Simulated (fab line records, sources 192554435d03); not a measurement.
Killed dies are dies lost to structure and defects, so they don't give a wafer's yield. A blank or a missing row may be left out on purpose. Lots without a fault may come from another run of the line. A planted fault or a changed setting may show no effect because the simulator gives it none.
Chamber matching | flow n5_finfet | N5_BEOL_M4_DESCUM_16 on rie_diel-06: 4 sister chambers
The step chemistry O2, time 7 s. 4 wafers are shown with their chamber, then 10 later ones without.

WAFERS WITH THEIR CHAMBER
wafer  | chamber | drypump_motor_current_A (A)
L092.6 | 0       | 5.7
L094.3 | 3       | 5.4
L094.4 | 2       | 6.3
L094.5 | 1       | 6.6

WAFERS WITHOUT THEIR CHAMBER
wafer  | drypump_motor_current_A (A)
L094.6 | 5.4
L095.2 | 5.7
L095.4 | 5.4
L095.6 | 5.8
L097.1 | 5.7
L097.2 | 6.3
L097.3 | 6.6
L097.4 | 5.4
L097.5 | 6.3
L097.6 | 6.6

WHICH CHAMBER EACH WENT THROUGH
wafer  | from the rows above | in truth
L094.6 | 3                   | 3
L095.2 | 0                   | 0
L095.4 | 3                   | 3
L095.6 | 0                   | 0
L097.1 | 0                   | 0
L097.2 | 2                   | 2
L097.3 | 1                   | 1
L097.4 | 3                   | 3
L097.5 | 2                   | 2
L097.6 | 1                   | 1
Placed correctly: 10 of 10. Can't be placed from these rows: 0. Placed wrongly: 0.
How it was worked out, from the rows above alone: a wafer's distance from a chamber is the root of the sum, over the readings, of the square of ((its reading less the chamber's mean) divided by the reading's scatter). The wafer belongs to the nearest chamber; if the next one is less than 2 further off, it can't be placed. A chamber's mean is the mean of its shown wafers. The scatter: with one shown wafer a chamber, the root of the mean of the squares of how far each hidden wafer lies from its nearest shown one.
